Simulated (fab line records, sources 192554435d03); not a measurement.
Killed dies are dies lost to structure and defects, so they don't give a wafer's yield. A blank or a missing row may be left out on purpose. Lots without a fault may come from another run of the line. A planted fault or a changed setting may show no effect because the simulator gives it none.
Chamber matching | flow n5_finfet | N5_BEOL_M13_DEP_53 on pecvd-03: 3 sister chambers
The step deposits SiCN from 3MS/NH3, target thk 50 nm, time 17.8 s. 36 wafers are shown with their chamber, then 12 later ones without.

WAFERS WITH THEIR CHAMBER
wafer  | chamber | throttle_valve_pct (%) | showerhead_plenum_p_Torr (Torr)
L077.2 | 1       | 18.9                   | 4.176
L077.4 | 1       | 19.0                   | 4.174
L077.6 | 1       | 18.6                   | 4.177
L076.1 | 1       | 18.6                   | 4.176
L076.2 | 0       | 18.9                   | 4.192
L076.5 | 0       | 18.7                   | 4.188
L076.3 | 1       | 18.6                   | 4.162
L076.4 | 0       | 18.8                   | 4.192
L076.6 | 1       | 18.6                   | 4.176
L079.1 | 1       | 18.9                   | 4.160
L079.2 | 2       | 15.8                   | 4.177
L079.3 | 0       | 18.7                   | 4.176
L079.4 | 2       | 15.8                   | 4.173
L079.5 | 1       | 18.5                   | 4.166
L079.6 | 0       | 19.0                   | 4.192
L078.4 | 1       | 18.9                   | 4.168
L078.5 | 0       | 18.8                   | 4.181
L078.6 | 2       | 15.8                   | 4.158
L080.2 | 1       | 18.7                   | 4.171
L080.3 | 0       | 18.8                   | 4.184
L080.6 | 0       | 18.9                   | 4.173
L081.1 | 2       | 15.8                   | 4.179
L081.4 | 0       | 18.7                   | 4.186
L081.5 | 2       | 16.0                   | 4.178
L082.2 | 0       | 18.6                   | 4.174
L082.4 | 0       | 19.1                   | 4.187
L082.5 | 1       | 18.6                   | 4.171
L083.1 | 2       | 15.8                   | 4.164
L083.2 | 0       | 18.8                   | 4.181
L083.3 | 1       | 18.5                   | 4.170
L083.4 | 1       | 18.8                   | 4.166
L083.5 | 0       | 19.0                   | 4.187
L083.6 | 2       | 16.0                   | 4.155
L086.2 | 1       | 18.8                   | 4.175
L086.4 | 2       | 15.8                   | 4.160
L086.5 | 1       | 18.7                   | 4.161

SIGNATURES (means of the wafers above)
reading                  | chamber 0 | chamber 1 | chamber 2 | scatter within a chamber
throttle_valve_pct       | 18.831    | 18.713    | 15.850    | 0.142
showerhead_plenum_p_Torr | 4.18408   | 4.16993   | 4.16800   | 0.00716
Rule: a wafer's distance from a chamber is the root of the sum, over the readings, of the square of ((its reading less the chamber's mean) divided by the reading's scatter). The wafer belongs to the nearest chamber; if the next one is less than 2 further off, it can't be placed. The scatter: the root of (the sum of the squares of (reading less its chamber's mean) over the shown wafers, divided by (wafers less chambers)).

WAFERS WITHOUT THEIR CHAMBER
wafer  | throttle_valve_pct (%) | showerhead_plenum_p_Torr (Torr)
L090.2 | 16.0                   | 4.166
L090.3 | 19.1                   | 4.189
L090.5 | 19.2                   | 4.182
L094.2 | 18.6                   | 4.160
L094.3 | 15.9                   | 4.182
L094.5 | 16.2                   | 4.170
L096.1 | 16.4                   | 4.169
L096.2 | 18.8                   | 4.163
L096.3 | 18.6                   | 4.176
L096.4 | 18.8                   | 4.158
L096.5 | 19.0                   | 4.183
L096.6 | 16.0                   | 4.181

WHICH CHAMBER EACH WENT THROUGH
wafer  | from the rows above     | in truth
L090.2 | 2                       | 2
L090.3 | can't be placed: 0 or 1 | 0
L090.5 | can't be placed: 0 or 1 | 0
L094.2 | 1                       | 1
L094.3 | 2                       | 2
L094.5 | 2                       | 2
L096.1 | 2                       | 2
L096.2 | can't be placed: 1 or 0 | 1
L096.3 | can't be placed: 1 or 0 | 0
L096.4 | can't be placed: 1 or 0 | 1
L096.5 | can't be placed: 0 or 1 | 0
L096.6 | 2                       | 2
Placed correctly: 6 of 12. Can't be placed from these rows: 6 (the true chamber is among the candidates in 6). Placed wrongly: 0.
